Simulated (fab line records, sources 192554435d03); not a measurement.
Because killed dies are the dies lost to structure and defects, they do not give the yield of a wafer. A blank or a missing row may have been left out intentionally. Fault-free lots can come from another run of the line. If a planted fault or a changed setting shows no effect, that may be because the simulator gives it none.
Split-lot experiment -- flow n5-finfet -- on a route of 1938 steps: 7 lots, 39 wafers read

## THE SPLIT ITSELF
At N5_BEOL_M12_DEVELOP_27 (develop time 45 s), the setting develop-time-s was moved away from the recipe's 45 s on 12 of the 39 wafers read, by -59.3% to +46.7%. All remaining wafers had this setting at the recipe value.

## BETWEEN THE SPLIT AND THE READING: the file shows 1 step in between
- N5_BEOL_M12_HARDBAKE_32: time 120 s

## THE READING
cd-nm (nm) at N5_BEOL_M12_CD_MEAS_28, where the cd target is 160.2 nm. Fault-free wafers of this fab line usually give 160.6 nm, standard deviation 1.3 nm.

wafer,"tool, chamber at the split","develop-time-s as run, s",against the recipe,"cd-nm, nm",against lot-mates on the recipe
L074.1,"litho-track-02, 0",45,recipe,161.0,-
L074.2,"litho-track-02, 0",45,recipe,161.8,-
L074.3,"litho-track-02, 0",45,recipe,160.5,-
L074.4,"litho-track-02, 0",45,recipe,160.8,-
L074.5,"litho-track-02, 0",45,recipe,161.1,-
L074.6,"litho-track-02, 0",45,recipe,161.1,-
L078.1,"litho-track-04, 0",45,recipe,161.1,-
L078.2,"litho-track-04, 0",45,recipe,160.4,-
L078.3,"litho-track-04, 0",45,recipe,159.6,-
L078.4,"litho-track-04, 0",45,recipe,160.4,-
L078.5,"litho-track-04, 0",45,recipe,158.6,-
L078.6,"litho-track-04, 0",45,recipe,160.0,-
L079.1,"litho-track-05, 0",45,recipe,160.2,-
L079.2,"litho-track-05, 0",45,recipe,158.8,-
L079.3,"litho-track-05, 0",22.41,-50.2%,154.1,-5.6
L079.4,"litho-track-05, 0",22.41,-50.2%,155.4,-4.3
L079.5,"litho-track-05, 0",22.41,-50.2%,155.6,-4.1
L079.6,"litho-track-05, 0",45,recipe,160.0,-
L082.1,"litho-track-05, 0",66,+46.7%,160.7,+0.8
L082.2,"litho-track-05, 0",45,recipe,160.8,-
L082.3,"litho-track-05, 0",66,+46.7%,161.5,+1.6
L082.4,"litho-track-05, 0",66,+46.7%,161.2,+1.3
L082.5,"litho-track-05, 0",45,recipe,158.7,-
L082.6,"litho-track-05, 0",45,recipe,160.2,-
L089.1,"litho-track-05, 0",45,recipe,163.6,-
L089.2,"litho-track-05, 0",45,recipe,162.9,-
L089.3,"litho-track-05, 0",18.33,-59.3%,157.9,-5.3
L089.4,"litho-track-05, 0",18.33,-59.3%,156.9,-6.3
L089.5,"litho-track-05, 0",18.33,-59.3%,156.9,-6.3
L089.6,"litho-track-05, 0",45,recipe,163.0,-
L091.1,"litho-track-04, 0",45,recipe,161.9,-
L091.2,"litho-track-04, 0",45,recipe,161.6,-
L091.3,"litho-track-04, 0",45,recipe,162.4,-
L095.1,"litho-track-04, 0",33.85,-24.8%,159.6,-0.4
L095.2,"litho-track-04, 0",45,recipe,159.7,-
L095.3,"litho-track-04, 0",33.85,-24.8%,160.1,+0.1
L095.4,"litho-track-04, 0",45,recipe,159.7,-
L095.5,"litho-track-04, 0",33.85,-24.8%,159.0,-1.0
L095.6,"litho-track-04, 0",45,recipe,160.5,-

FIT RESULTS
A straight line over all 39 wafers: cd-nm changes by +0.0577 nm for each +1% of develop-time-s; r = +0.71; the points scatter about the line by 1.5 nm.
The same after taking each lot's own level away (the mean of its wafers on the recipe; 39 wafers): +0.0712 nm for each +1%; r = +0.87; scatter 1 nm.
That fit puts the effect of the largest move of develop-time-s on the reading at 4.2 nm.
The lots' own levels span 159.67 to 163.17 nm, that is 2.7 times the standard deviation above.
So the lot-to-lot level blurs the effect unless lot-mates are compared.
Check: -4.36 nm against its lot-mates is what the line predicts for one of the wafers moved furthest among these (-59.3%) when that wafer is left out of the fit. It came out at -5.27 nm against them.

## THESE WAFERS: OTHER SPLITS
Other splits were also applied to these wafers ahead of the reading. Each is held against what the fit with the lots' levels taken away leaves over:
other split on the same wafers,wafers away from the commonest value,r with cd-nm (lot level and that fit taken away)
N5_BEOL_M9_TRENCH_ETCH_37 time-s,15,-0.17

## THE FILE'S OWN FIT
cd-nm changes by +0.074 nm for each +1% of develop-time-s, r = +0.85.
